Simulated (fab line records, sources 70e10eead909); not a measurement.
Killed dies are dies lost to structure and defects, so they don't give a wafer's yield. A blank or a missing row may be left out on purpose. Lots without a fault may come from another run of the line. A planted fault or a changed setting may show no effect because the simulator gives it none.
Chamber matching | flow nand_harc | NHARC_A_CONTACT_ETCH_91 on rie_diel-06: 4 sister chambers
The step etches the open film in CH3F/O2, target depth 40 nm, time 85.7 s. 4 wafers are shown with their chamber, then 7 later ones without.

WAFERS WITH THEIR CHAMBER
wafer  | chamber | showerhead_plenum_p_Torr (Torr)
L438.5 | 2       | 2.36
L438.6 | 1       | 2.39
L446.1 | 3       | 2.42
L446.2 | 0       | 2.33

WAFERS WITHOUT THEIR CHAMBER
wafer  | showerhead_plenum_p_Torr (Torr)
L446.5 | 2.35
L449.3 | 2.41
L449.5 | 2.41
L449.6 | 2.33
L451.3 | 2.41
L451.4 | 2.33
L451.5 | 2.38

WHICH CHAMBER EACH WENT THROUGH
wafer  | from the rows above     | in truth
L446.5 | can't be placed: 2 or 0 | 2
L449.3 | can't be placed: 3 or 1 | 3
L449.5 | can't be placed: 3 or 1 | 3
L449.6 | 0                       | 0
L451.3 | can't be placed: 3 or 1 | 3
L451.4 | 0                       | 0
L451.5 | can't be placed: 1 or 2 | 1
Placed correctly: 2 of 7. Can't be placed from these rows: 5 (the true chamber is among the candidates in 5). Placed wrongly: 0.
How it was worked out, from the rows above alone: a wafer's distance from a chamber is the root of the sum, over the readings, of the square of ((its reading less the chamber's mean) divided by the reading's scatter). The wafer belongs to the nearest chamber; if the next one is less than 2 further off, it can't be placed. A chamber's mean is the mean of its shown wafers. The scatter: with one shown wafer a chamber, the root of the mean of the squares of how far each hidden wafer lies from its nearest shown one.
